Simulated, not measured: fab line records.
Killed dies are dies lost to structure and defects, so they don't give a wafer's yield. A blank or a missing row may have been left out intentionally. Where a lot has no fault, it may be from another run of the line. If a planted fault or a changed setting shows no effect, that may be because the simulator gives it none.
fab line records | flow nandHarc
record: lots: 13 | wafers: 39 | lastDay: 23
route steps=1159 shown A_SLIT@796 A_WL_FILL@809 END@1159
lots that met no fault: taken from a fault-free run of the same line
startH: hours from the record's opening day to when the first of the lot's shown wafers began | waitH: how many hours have passed since the lot's step before this one | " identical to the entry in the row above | L1.1+2: one row covering several wafers at once | - no value, or no start given | * or withheld: withheld | < > ~ a bound
route shown NAME@n: NAME is a module with steps in the file, n the number in the route of the first one | usual: mean and standard deviation over wafers with no fault | same: alike in all rows | chamber/n: place in a boat | sites: readings site by site | _std_site: their standard deviation | _edge_site: inner sites' mean taken away from outer sites' mean | radiusMm: how far each site lies from the wafer's centre | mask NAME#n: copy n | behind: the most recent tool/chamber to have shaped the wafer | hold: why the lot was held/for how many hours/how that ended | device: the transistor (n, p or np) that didn't switch | end of line: the route-end tests of the same wafers | step lacking rows: just its recipe | killed: not the wafer's yield, but the dies lost to structure and defects at the first sort | map: shows each die of a wafer: x if killed, . if not, _ if none is there
set.NAME: the setting that was run; set.NAME@STEP: the one run at that earlier step | model.NAME: the simulator's own value behind a step, which no gauge read
one table for each step of the route and one row for each wafer, over a sample of lots
services: from which hour (startH, from the record's first day; less than 0 if before it) a tool's chamber was out of use, for how many hours, and why
== steps ==
step: NHARC_A_SLIT_ETCH_17
recipe: biasV: 900 | sourceW: withheld | pressureMtorr: 20 | arFlowSccm: 375 | c4f8FlowSccm: 83.3 | o2FlowSccm: 41.7 | timeS: 1687.5 | targetDepthA: 1.01e+05 | chemistry: C4F8/O2/Ar
usual: drypumpMotorCurrentA: 5.7/0.35 | showerheadPlenumPTorr: 3.73/0.085 | throttleValvePct: 32.046/0.0081
lot.wafer | tool       | chamber | startH | waitH | drypumpMotorCurrentA | rfHoursCounterH | showerheadPlenumPTorr | throttleValvePct
L641.1    | harEtch-01 | 0       | 301.34 | -     | 5.5                  | 244             | 3.80                  | 32.055
L641.3    | "          | 0       | "      | "     | 5.4                  | -               | 3.80                  | 32.049
L641.5    | "          | 1       | "      | "     | 6.0                  | -               | 3.66                  | 32.041
L642.1    | harEtch-02 | 1       | 326.19 | -     | 5.3                  | 176             | 3.84                  | 32.051
L642.2    | "          | 0       | "      | "     | 6.1                  | 176             | 3.66                  | 32.040
L642.3    | "          | 1       | "      | "     | 5.3                  | -               | 3.84                  | 32.054
L643.2    | harEtch-02 | 1       | 337.21 | -     | 5.3                  | 182             | 3.84                  | 32.033
L643.3    | "          | 0       | "      | "     | 6.0                  | -               | 3.65                  | 32.033
L643.6    | "          | 0       | "      | "     | 6.0                  | -               | 3.65                  | 32.044
L644.2    | harEtch-01 | 1       | 338.72 | -     | 6.0                  | 11              | 3.66                  | 32.029
L644.1    | "          | 0       | "      | "     | 5.4                  | 11              | 3.79                  | 32.053
L644.3    | "          | 0       | "      | "     | 5.4                  | -               | 3.79                  | 32.038
L646.4    | harEtch-02 | 0       | 351.38 | -     | 6.1                  | -               | 3.65                  | 32.037
L646.3    | "          | 1       | "      | "     | 5.3                  | -               | 3.83                  | 32.038
L646.6    | "          | 1       | "      | "     | 5.3                  | -               | 3.83                  | 32.053
L649.2    | harEtch-02 | 1       | 352.56 | -     | 5.3                  | 188             | 3.83                  | 32.043
L649.5    | "          | 1       | "      | "     | 5.3                  | -               | 3.83                  | 32.044
L649.6    | "          | 0       | "      | "     | 6.0                  | -               | 3.65                  | 32.047
L648.1    | harEtch-02 | 0       | 374.37 | -     | 6.0                  | 199             | 3.64                  | 32.044
L648.2    | "          | 1       | "      | "     | 5.3                  | 199             | 3.83                  | 32.054
L648.4    | "          | 0       | "      | "     | 6.0                  | -               | 3.64                  | 32.049
L652.2    | harEtch-02 | 0       | 382.15 | -     | 6.1                  | 201             | 3.64                  | 32.032
L652.3    | "          | 0       | "      | "     | 6.1                  | -               | 3.64                  | 32.051
L652.6    | "          | 1       | "      | "     | 5.3                  | -               | 3.83                  | 32.050
L653.2    | harEtch-01 | 0       | 390.84 | -     | 5.4                  | 30              | 3.78                  | 32.044
L653.3    | "          | 1       | "      | "     | 6.0                  | -               | 3.65                  | 32.057
L653.5    | "          | 1       | "      | "     | 6.0                  | -               | 3.65                  | 32.046
L650.4    | harEtch-02 | 1       | 391.24 | -     | 5.3                  | -               | 3.82                  | 32.047
L650.5    | "          | 0       | "      | "     | 6.0                  | -               | 3.64                  | 32.043
L650.6    | "          | 1       | "      | "     | 5.3                  | -               | 3.82                  | 32.038
L657.4    | harEtch-02 | 1       | 420.29 | -     | 5.3                  | -               | 3.82                  | 32.057
L657.5    | "          | 1       | "      | "     | 5.3                  | -               | 3.82                  | 32.048
L657.6    | "          | 0       | "      | "     | 6.0                  | -               | 3.63                  | 32.062
L660.1    | harEtch-02 | 0       | 428.18 | -     | 6.1                  | 220             | 3.63                  | 32.039
L660.2    | "          | 1       | "      | "     | 5.3                  | 220             | 3.82                  | 32.049
L660.3    | "          | 0       | "      | "     | 6.1                  | -               | 3.63                  | 32.057
L659.4    | harEtch-01 | 1       | 430.14 | -     | 6.0                  | -               | 3.64                  | 32.045
L659.6    | "          | 0       | "      | "     | 5.4                  | -               | 3.77                  | 32.052
L659.5    | "          | 1       | "      | "     | 6.0                  | -               | 3.64                  | 32.051
step: NHARC_A_WL_FILL_ALD_00
recipe: targetThkA: 30 | pulseTimeS: 3 | aldCycles: 30 | tempC: 300 | material: Al2O3
usual: aldCycles: 30/0 | heaterPowerW: 501/61 | precursorPulseHeightRel: 0.999/0.02
lot.wafer | tool     | chamber | startH | waitH | aldCycles | heaterPowerW | precursorPulseHeightRel
L641.3    | aldHk-02 | 3       | 309.24 | 0.1   | 30        | 410          | 1.031
L641.1    | "        | 2       | "      | "     | 30        | 423          | 1.002
L641.5    | "        | 3       | "      | "     | 30        | 395          | 0.947
L642.2    | aldHk-03 | 0       | 336.63 | 0.1   | 30        | 456          | 1.004
L642.3    | "        | 1       | "      | "     | 30        | 503          | 1.012
L642.1    | "        | 2       | "      | "     | 30        | 445          | 0.988
L644.2    | aldHk-02 | 3       | 347.48 | 0.1   | 30        | 402          | 0.987
L644.3    | "        | 0       | "      | "     | 30        | 566          | 0.950
L644.1    | "        | 2       | "      | "     | 30        | 426          | 1.028
L643.2    | aldHk-03 | 0       | 347.49 | 0.1   | 30        | 453          | 0.966
L643.3    | "        | 3       | "      | "     | 30        | 665          | 0.984
L643.6    | "        | 1       | "      | "     | 30        | 499          | 0.996
L649.2    | aldHk-01 | 2       | 361.78 | 0.6   | 30        | 553          | 0.970
L649.5    | "        | 2       | "      | "     | 30        | 552          | 1.002
L649.6    | "        | 3       | "      | "     | 30        | 560          | 1.021
L646.4    | aldHk-01 | 3       | 361.98 | 0.7   | 30        | 529          | 1.010
L646.3    | "        | 1       | "      | "     | 30        | 506          | 1.001
L646.6    | "        | 2       | "      | "     | 30        | 551          | 1.018
L648.2    | aldHk-01 | 0       | 384.74 | 0.1   | 30        | 477          | 0.974
L648.4    | "        | 1       | "      | "     | 30        | 494          | 0.989
L648.1    | "        | 2       | "      | "     | 30        | 541          | 0.998
L652.3    | aldHk-03 | 1       | 392.39 | 0.1   | 30        | 499          | 0.986
L652.2    | "        | 2       | "      | "     | 30        | 451          | 0.978
L652.6    | "        | 0       | "      | "     | 30        | 442          | 1.000
L653.3    | aldHk-02 | 3       | 400.89 | 0.1   | 30        | 396          | 0.990
L653.2    | "        | 1       | "      | "     | 30        | 493          | 1.008
L653.5    | "        | 3       | "      | "     | 30        | 404          | 0.990
L650.4    | aldHk-03 | 2       | 400.93 | 0.1   | 30        | 444          | 0.969
L650.6    | "        | 0       | "      | "     | 30        | 448          | 1.006
L650.5    | "        | 1       | "      | "     | 30        | 498          | 1.038
L657.4    | aldHk-03 | 1       | 432.08 | 1.9   | 30        | 505          | 1.021
L657.6    | "        | 1       | "      | "     | 30        | 512          | 0.985
L657.5    | "        | 2       | "      | "     | 30        | 446          | 1.030
L660.2    | aldHk-02 | 0       | 438.67 | 0.1   | 30        | 575          | 1.020
L660.1    | "        | 1       | "      | "     | 30        | 484          | 0.976
L660.3    | "        | 3       | "      | "     | 30        | 407          | 0.992
L659.4    | aldHk-03 | 0       | 438.74 | 0.1   | 30        | 454          | 1.001
L659.6    | "        | 1       | "      | "     | 30        | 491          | 1.013
L659.5    | "        | 2       | "      | "     | 30        | 447          | 0.992
step: NHARC_A_WL_FILL_ALD_02
recipe: targetThkA: 20 | pulseTimeS: 3 | aldCycles: 100 | tempC: 450 | material: TiN
usual: aldCycles: 100/0 | heaterPowerW: 1086/120 | precursorPulseHeightRel: 1.002/0.022
lot.wafer | tool        | chamber | startH | waitH | aldCycles | heaterPowerW | precursorPulseHeightRel
L641.1    | aldMetal-03 | 1       | 309.93 | 0.2   | 100       | 1104         | 0.986
L641.3    | "           | 2       | "      | "     | 100       | 850          | 1.056
L641.5    | "           | 1       | "      | "     | 100       | 1090         | 1.004
L642.2    | aldMetal-02 | 3       | 337.11 | 0.2   | 100       | 1204         | 1.016
L642.1    | "           | 0       | "      | "     | 100       | 1114         | 0.964
L642.3    | "           | 1       | "      | "     | 100       | 1192         | 1.054
L644.2    | aldMetal-03 | 0       | 347.96 | 0.2   | 100       | 1087         | 1.036
L644.1    | "           | 2       | "      | "     | 100       | 801          | 1.044
L644.3    | "           | 3       | "      | "     | 100       | 1265         | 0.977
L643.2    | aldMetal-02 | 1       | 348.15 | 0.2   | 100       | 1193         | 1.003
L643.3    | "           | 3       | "      | "     | 100       | 1171         | 0.963
L643.6    | "           | 0       | "      | "     | 100       | 1140         | 1.031
L649.2    | aldMetal-03 | 2       | 362.32 | 0.2   | 100       | 812          | 1.009
L649.5    | "           | 0       | "      | "     | 100       | 1079         | 1.032
L649.6    | "           | 2       | "      | "     | 100       | 847          | 0.955
L646.4    | aldMetal-04 | 0       | 362.44 | 0.1   | 100       | 1007         | 0.999
L646.3    | "           | 3       | "      | "     | 100       | 1061         | 0.988
L646.6    | "           | 1       | "      | "     | 100       | 1011         | 1.013
L648.2    | aldMetal-02 | 0       | 385.26 | 0.2   | 100       | 1111         | 1.014
L648.1    | "           | 1       | "      | "     | 100       | 1099         | 0.985
L648.4    | "           | 2       | "      | "     | 100       | 1062         | 0.991
L652.3    | aldMetal-03 | 0       | 392.87 | 0.2   | 100       | 1115         | 0.993
L652.2    | "           | 1       | "      | "     | 100       | 1089         | 1.030
L652.6    | "           | 3       | "      | "     | 100       | 1265         | 0.999
L653.2    | aldMetal-02 | 3       | 401.34 | 0.2   | 100       | 1247         | 1.026
L653.3    | "           | 0       | "      | "     | 100       | 1122         | 0.972
L653.5    | "           | 3       | "      | "     | 100       | 1260         | 0.990
L650.4    | aldMetal-03 | 1       | 401.41 | 0.1   | 100       | 1052         | 0.985
L650.6    | "           | 0       | "      | "     | 100       | 1114         | 0.994
L650.5    | "           | 1       | "      | "     | 100       | 1088         | 1.022
L657.4    | aldMetal-03 | 3       | 432.72 | 0.2   | 100       | 1298         | 1.000
L657.6    | "           | 0       | "      | "     | 49        | 1105         | 0.987
L657.5    | "           | 1       | "      | "     | 100       | 1079         | 1.001
L659.4    | aldMetal-02 | 0       | 439.50 | 0.2   | 100       | 1143         | 1.031
L659.6    | "           | 1       | "      | "     | 100       | 1095         | 0.986
L659.5    | "           | 2       | "      | "     | 100       | 1075         | 1.000
L660.2    | aldMetal-03 | 0       | 439.53 | 0.2   | 49        | 1080         | 1.029
L660.3    | "           | 1       | "      | "     | 100       | 1094         | 1.040
L660.1    | "           | 2       | "      | "     | 100       | 850          | 1.029
step: NHARC_A_WL_FILL_ETCHBACK_16
recipe: targetDepthA: 880 | timeS: 17.6 | c4f8FlowSccm: withheld | o2FlowSccm: 8 | arFlowSccm: withheld | rfW: 600 | biasW: 800 | chemistry: C4F8/O2/Ar
usual: oesProductAu: 0.98/0.031 | rfFwdPowerW: 590/3.1 | rfVppV: 724/4.8
lot.wafer | tool       | chamber | startH | waitH | oesProductAu | rfFwdPowerW | rfHoursCounterH | rfVppV
L641.1    | rieDiel-13 | 2       | -      | -     | 1.01         | 593         | 3               | 727
L641.3    | "          | 3       | "      | "     | 1.02         | 593         | 3               | 716
L641.5    | "          | 2       | "      | "     | 1.02         | 593         | -               | 727
L642.3    | rieDiel-05 | 1       | -      | -     | 1.00         | 589         | 0               | 724
L642.1    | "          | 2       | "      | "     | 1.00         | 587         | 0               | 720
L642.2    | "          | 0       | "      | "     | 0.99         | 587         | 0               | 724
L644.2    | rieDiel-13 | 2       | -      | -     | 0.98         | 591         | 5               | 726
L644.3    | "          | 0       | "      | "     | 0.98         | 593         | 5               | 730
L644.1    | "          | 1       | "      | "     | 0.98         | 589         | 5               | 726
L643.2    | rieDiel-13 | 0       | -      | -     | 0.98         | 597         | 5               | 729
L643.3    | "          | 1       | "      | "     | 0.98         | 589         | 5               | 727
L643.6    | "          | 1       | "      | "     | 0.99         | 588         | -               | 726
L649.2    | rieDiel-01 | 3       | -      | -     | 0.98         | 588         | 2               | 717
L649.5    | "          | 3       | "      | "     | 1.00         | 586         | -               | 716
L649.6    | "          | 0       | "      | "     | 0.99         | 591         | -               | 721
L646.3    | rieDiel-13 | 3       | -      | -     | 1.01         | 588         | 7               | 716
L646.4    | "          | 0       | "      | "     | 1.01         | 595         | 7               | 729
L646.6    | "          | 3       | "      | "     | 1.01         | 587         | -               | 717
L648.4    | rieDiel-01 | 1       | -      | -     | 0.94         | 585         | 3               | 726
L648.1    | "          | 2       | "      | "     | 0.96         | 591         | 3               | 729
L648.2    | "          | 3       | "      | "     | 0.96         | 590         | 3               | 716
L652.3    | rieDiel-01 | 3       | -      | -     | 1.01         | 588         | 3               | 717
L652.2    | "          | 1       | "      | "     | 1.01         | 587         | 3               | 725
L652.6    | "          | 2       | "      | "     | 1.00         | 590         | -               | 728
L653.2    | rieDiel-01 | 0       | -      | -     | 1.02         | 593         | 4               | 721
L653.3    | "          | 1       | "      | "     | 1.01         | 584         | 4               | 726
L653.5    | "          | 2       | "      | "     | 1.00         | 586         | -               | 729
L650.4    | rieDiel-13 | 1       | -      | -     | 0.99         | 589         | 9               | 727
L650.6    | "          | 1       | "      | "     | 1.00         | 589         | -               | 727
L650.5    | "          | 2       | "      | "     | 1.01         | 592         | -               | 726
L657.4    | rieDiel-13 | 0       | -      | -     | 1.01         | 594         | 11              | 730
L657.6    | "          | 3       | "      | "     | 1.01         | 590         | -               | 715
L657.5    | "          | 0       | "      | "     | 1.00         | 591         | -               | 729
L659.4    | rieDiel-01 | 3       | -      | -     | 0.93         | 590         | 5               | 717
L659.6    | "          | 2       | "      | "     | 0.92         | 592         | -               | 729
L659.5    | "          | 3       | "      | "     | 0.93         | 591         | -               | 717
L660.1    | rieDiel-01 | 2       | -      | -     | 0.92         | 590         | 5               | 729
L660.3    | "          | 3       | "      | "     | 0.92         | 591         | 5               | 716
L660.2    | "          | 1       | "      | "     | 0.92         | 580         | 5               | 724
step: NHARC_END_SORT_01
recipe: tempC: 25
usual: killedAtArray: 28/11 | killedAtOther: 0.5/0.87 | killedAtPeriphery: 2.9/2.2 | killedDies: 32/11 | killedOpen: 3.2/1.9 | killedShort: 1.8/1.4
same: grossDies: 677
lot.wafer | tool      | chamber | startH | waitH | killedAtArray | killedAtOther | killedAtPeriphery | killedDies | killedOpen | killedShort
L657.4    | prober-02 | 0       | 545.45 | 3.5   | 41            | 1             | 3                 | 45         | 2          | 5
L657.5    | prober-02 | 0       | 546.26 | 3.8   | 39            | 2             | 8                 | 49         | 4          | 2
L657.6    | prober-02 | 0       | 547.08 | 4.1   | 672           | 1             | 4                 | 677        | 3          | 0
L660.1    | prober-01 | 0       | 550.75 | 2.5   | 37            | 0             | 0                 | 37         | 1          | 0
L660.2    | prober-01 | 0       | 551.56 | 2.8   | 674           | 0             | 3                 | 677        | 1          | 4
L660.3    | prober-01 | 0       | 552.36 | 3.1   | 52            | 0             | 0                 | 52         | 5          | 1
killed by level:class
L657.4 A_CHANNEL_HOLE_D1:chamberFilmFlake=17 A_SLIT:chamberFilmFlake=11 A_STAIRCASE:chamberFilmFlake=6 P_GATE:chamberFilmFlake=3 A_WL_FILL:geometricParticle:short=2 A_CHANNEL_FILL_D1:geometricParticle:short=1 A_BLC:geometricParticle:open=1 A_BLC:geometricParticle:short=1
L657.5 A_SLIT:chamberFilmFlake=14 A_CHANNEL_HOLE_D1:chamberFilmFlake=11 A_STAIRCASE:chamberFilmFlake=7 P_GATE:chamberFilmFlake=4 P_STI:chamberFilmFlake=3 A_CONTACT:chamberFilmFlake=3 P_CONTACT:geometricParticle:open=1 A_SOURCE_PLATE:geometricParticle:open=1
L657.6 A_WL_FILL:areaAld=636 A_CHANNEL_HOLE_D1:chamberFilmFlake=16 A_SLIT:chamberFilmFlake=14 A_STAIRCASE:chamberFilmFlake=4 P_GATE:chamberFilmFlake=2 P_GATE:geometricParticle:open=1 P_M2:geometricParticle:open=1 A_BLC:geometricParticle:open=1
L660.1 A_SLIT:chamberFilmFlake=17 A_CHANNEL_HOLE_D1:chamberFilmFlake=12 A_CONTACT:chamberFilmFlake=3 A_ZERO_WELL:chamberFilmFlake=2 A_ONON_D1:geometricParticle:open=1 A_STAIRCASE:chamberFilmFlake=1 A_WL_FILL:chamberFilmFlake=1
L660.2 A_WL_FILL:areaAld=621 A_SLIT:chamberFilmFlake=19 A_CHANNEL_HOLE_D1:chamberFilmFlake=18 A_CONTACT:chamberFilmFlake=7 A_STAIRCASE:chamberFilmFlake=3 A_CHANNEL_HOLE_D1:geometricParticle:short=2 P_STI:geometricParticle:open=1 A_SLIT:geometricParticle:short=1
L660.3 A_SLIT:chamberFilmFlake=20 A_CHANNEL_HOLE_D1:chamberFilmFlake=20 A_CONTACT:chamberFilmFlake=3 A_STAIRCASE:chamberFilmFlake=2 A_ONON_D1:geometricParticle:open=1 A_CHANNEL_HOLE_D1:geometricParticle:open=1 A_SGD_CUT:geometricParticle:open=1 A_WL_FILL:geometricParticle:short=1
== services ==
tool        | chamber | startH | hours | kind
rieDiel-05  | 1       | 290.79 | 1.9   | repair
harEtch-01  | -       | 305.00 | 17.0  | pm
aldMetal-03 | 3       | 308.04 | 4.9   | repair
rieDiel-01  | -       | 314.80 | 9.0   | pm
aldMetal-03 | -       | 322.00 | 10.0  | pm
aldMetal-02 | 0       | 326.16 | 5.4   | repair
aldMetal-04 | 2       | 333.70 | 1.9   | repair
aldMetal-03 | 1       | 340.35 | 26.9  | repair
rieDiel-05  | -       | 340.60 | 9.0   | pm
harEtch-01  | -       | 348.37 | 9.2   | repair
harEtch-01  | -       | 360.46 | 6.3   | repair
aldMetal-02 | -       | 364.00 | 10.0  | pm
aldMetal-04 | 2       | 369.80 | 5.4   | repair
rieDiel-05  | 1       | 388.40 | 12.5  | repair
harEtch-02  | -       | 394.84 | 3.2   | repair
rieDiel-13  | 3       | 397.56 | 3.7   | repair
aldMetal-03 | 0       | 402.98 | 4.0   | repair
aldMetal-04 | -       | 406.00 | 10.0  | pm
aldHk-02    | -       | 409.54 | 2.5   | repair
aldMetal-02 | 0       | 413.39 | 7.1   | repair
rieDiel-01  | 2       | 430.72 | 7.6   | repair
aldMetal-02 | 3       | 450.54 | 24.2  | repair
rieDiel-13  | -       | 453.00 | 9.0   | pm
aldHk-02    | -       | 455.81 | 0.4   | repair
== key ==
firstSign: step: NHARC_A_WL_FILL_ALD_02 | reading: aldCycles | direction: down | sigmas: 99+ | usual: 100 | struck: 49
effect: step: NHARC_END_SORT_01 | reading: killedDies | direction: up | sigmas: 59 | usual: 32 | struck: 677
moreKillsBornAt: NHARC_A_WL_FILL_ALD_02@aldMetal-03: 1257
metAt NHARC_A_WL_FILL_ALD_02
struckLots L657,L660
struckWafers L657.6,L660.2
laterRowsLeftOut L657.6,L660.2
testerLeftOut L657,L660
notActingAt NHARC_A_SLIT_ETCH_17,NHARC_A_WL_FILL_ALD_00,NHARC_A_WL_FILL_ETCHBACK_16
onsetBetween 401.41 432.72
fault: kind: processParameterDrift | tool: aldMetal-03 | chamber: 0 | onsetH: 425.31 | steps: NHARC_A_WL_FILL_ALD_02 | channel: aldCycles | offset: -51 | shape: step | endH: 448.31 | actsIn: theseRecipesOnly | stated: 100
testerLeftOut: of these lots the tester's yield and bins aren't shown, on N5 and GAA mostly nor the transistor test; their killed dies are dies lost to structure and defects alone, not to doping, threshold or leakage, so they don't give the yield
laterRowsLeftOut: the simulator's readings of these wafers behind a module that went badly wrong aren't trusted and aren't shown, but for the sort
